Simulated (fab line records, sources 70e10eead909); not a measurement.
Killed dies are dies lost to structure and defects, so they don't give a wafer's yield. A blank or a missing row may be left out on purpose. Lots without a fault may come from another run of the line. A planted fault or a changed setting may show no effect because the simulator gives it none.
Chamber matching | flow nand_harc | NHARC_A_BONDPAD_CMP_29 on cmp-02: 4 sister chambers
The step polishes SiCN, target thk 200 nm. 14 wafers are shown with their chamber, then 7 later ones without.

WAFERS WITH THEIR CHAMBER
wafer  | chamber | motor_current_A (A) | slurry_flow_ml_min
L551.1 | 2       | 10.6                | 150.3
L551.2 | 1       | 12.5                | 150.7
L551.4 | 3       | 13.3                | 149.7
L554.1 | 0       | 10.8                | 149.4
L554.4 | 3       | 13.3                | 150.2
L554.5 | 0       | 11.1                | 150.4
L558.1 | 1       | 12.4                | 149.6
L558.3 | 3       | 13.2                | 149.8
L558.4 | 0       | 11.1                | 149.9
L563.1 | 2       | 10.9                | 150.2
L563.3 | 3       | 13.9                | 150.4
L563.5 | 3       | 13.7                | 150.6
L565.1 | 0       | 10.8                | 150.3
L565.3 | 1       | 12.2                | 149.4

SIGNATURES (means of the wafers above)
reading            | chamber 0 | chamber 1 | chamber 2 | chamber 3 | scatter within a chamber
motor_current_A    | 10.950    | 12.367    | 10.750    | 13.480    | 0.234
slurry_flow_ml_min | 150.000   | 149.900   | 150.250   | 150.140   | 0.469
Rule: a wafer's distance from a chamber is the root of the sum, over the readings, of the square of ((its reading less the chamber's mean) divided by the reading's scatter). The wafer belongs to the nearest chamber; if the next one is less than 2 further off, it can't be placed. The scatter: the root of (the sum of the squares of (reading less its chamber's mean) over the shown wafers, divided by (wafers less chambers)).

WAFERS WITHOUT THEIR CHAMBER
wafer  | motor_current_A (A) | slurry_flow_ml_min
L565.4 | 11.2                | 149.8
L568.1 | 10.0                | 149.8
L568.2 | 14.0                | 150.4
L568.6 | 10.8                | 150.4
L572.3 | 11.2                | 150.3
L572.4 | 13.4                | 149.8
L572.6 | 11.1                | 149.9

WHICH CHAMBER EACH WENT THROUGH
wafer  | from the rows above     | in truth
L565.4 | can't be placed: 0 or 2 | 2
L568.1 | can't be placed: 2 or 0 | 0
L568.2 | 3                       | 3
L568.6 | can't be placed: 2 or 0 | 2
L572.3 | can't be placed: 0 or 2 | 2
L572.4 | 3                       | 3
L572.6 | can't be placed: 0 or 2 | 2
Placed correctly: 2 of 7. Can't be placed from these rows: 5 (the true chamber is among the candidates in 5). Placed wrongly: 0.
